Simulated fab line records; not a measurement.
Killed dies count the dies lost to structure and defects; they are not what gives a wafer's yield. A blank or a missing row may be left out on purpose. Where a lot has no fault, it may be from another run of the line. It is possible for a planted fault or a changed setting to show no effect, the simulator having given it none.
A lot that was struck, set against a sound lot || flow nand-harc || 14 steps out of a route of 1302
Sound: the wafers L421.1, L421.2, L421.6. Struck: wafer L435.3. (L435.2, L435.6 of the same lot were not struck and are left out.) The cause comes at the end.
At each step with rows: each side's tool, then ch and its chambers, then its first start. Under that, the readings that differ: sound wafers || struck wafers || difference of the means || sigmas: that difference in standard deviations of wafers without a fault.
alike: same words and numbers on both sides, and readings whose means sit less than 2 such deviations apart. not compared: any withheld reading, any reading some wafer has no value for, any bound like >300 that may hide the same value, and any number with overlapping values for which the record gives no deviation.
Wherever a step has rows on one side only, a row that says differs or no value, or a row with sigmas, the two part there. Numbers that don't overlap but have no deviation are shown without sigmas and don't part them. A reading missing from all wafers of one side parts the sides only when that side holds two or more wafers.

NHARC_A_WL_FILL_CVD_03: deposits W, target thk 40 nm, time 279 s.
  sound on cvd-w-02 ch 0,1, day 22 14:37; struck on cvd-w-02 ch 1, day 28 12:44
  alike: chamber-pressure-Torr, heater-power-w, throttle-valve-pct
  not compared: since-wet-clean-h
NHARC_A_WL_FILL_ETCHBACK_04: etches the open film in NF3, target depth 60 nm, time 120 s.
  sound on rie-metal-03 ch 0,1, day 22 14:59; struck on rie-metal-02 ch 0, day 28 13:05
  alike: drypump-motor-current-A, oes-product-au, run-length-s
  not compared: rf-hours-counter-h
then, 6 steps without rows for these wafers: NHARC_A_WL_FILL_ETCHBACK_05 (etches the open film in Cl2/BCl3, target depth 22 nm, time 60 s); NHARC_A_WL_FILL_STRIP_27 (strips in N2/H2, time 20 s); NHARC_A_WL_FILL_STRIP_28 (strips in post etch residue remover, time 1200 s); NHARC_A_WL_FILL_PRECLEAN_06 (cleans in DIW, time 300 s); NHARC_A_WL_FILL_SRD_07; NHARC_A_WL_FILL_ANNEAL_08 (time 1800 s).
NHARC_A_WL_FILL_ALD_10: deposits SiO2, target thk 50 nm, pulse time 10 s, ald cycles 500.
  sound on ald-hk-02 ch 0,3, day 22 20:46; struck on ald-hk-04 ch 2, day 28 22:26
  alike: heater-power-w, precursor-pulse-height-rel
  not compared: since-wet-clean-h
NHARC_A_WL_FILL_ETCHBACK_16: etches the open film in C4F8/O2/Ar, target depth 120 nm, time 24 s.
  sound on rie-diel-08 ch 0,1,2; struck on rie-diel-06 ch 1
{"reading": "oes-product-au (a.u.)", "sound": "0.95 0.92 0.92", "struck": 1.00, "difference": "+0.07", "sigmas": "+2"}
  alike: rf-vpp-V, run-length-s
  not compared: rf-hours-counter-h
NHARC_A_WL_FILL_STRIP_29: strips in O2, time 20 s.
  sound on rie-diel-08 ch 0,3, day 23 01:26; struck on rie-diel-06 ch 1, day 29 01:40
  alike: drypump-motor-current-A, oes-product-au, rf-vpp-V, showerhead-plenum-p-Torr, throttle-valve-pct
  not compared: rf-hours-counter-h
NHARC_A_WL_FILL_ETCHBACK_17: etches the open film in Cl2/BCl3, target depth 4 nm, time 26.7 s.
  sound on rie-metal-03 ch 0,1, day 23 01:31; struck on rie-metal-01 ch 1, day 29 01:46
{"reading": "oes-product-au (a.u.)", "sound": "0.992 0.991 0.990", "struck": 1.030, "difference": "+0.039", "sigmas": "+2"}
{"reading": "run-length-s (s)", "sound": "47.9 48.3 48.5", "struck": 45.5, "difference": -2.7, "sigmas": -8}
  alike: drypump-motor-current-A
  not compared: rf-hours-counter-h
then, 1 step without rows for these wafers: NHARC_A_WL_FILL_PRECLEAN_18 (cleans in dHF, time 30 s).
NHARC_END_SORT_01:
  the record has rows for the sound wafers here (prober-02 ch 0, day 26 10:32) and none for the struck ones

## WHERE THEY PART
First at NHARC_A_WL_FILL_ETCHBACK_16; last, within this record, at NHARC_END_SORT_01.

WHY: what had been put in by the simulator
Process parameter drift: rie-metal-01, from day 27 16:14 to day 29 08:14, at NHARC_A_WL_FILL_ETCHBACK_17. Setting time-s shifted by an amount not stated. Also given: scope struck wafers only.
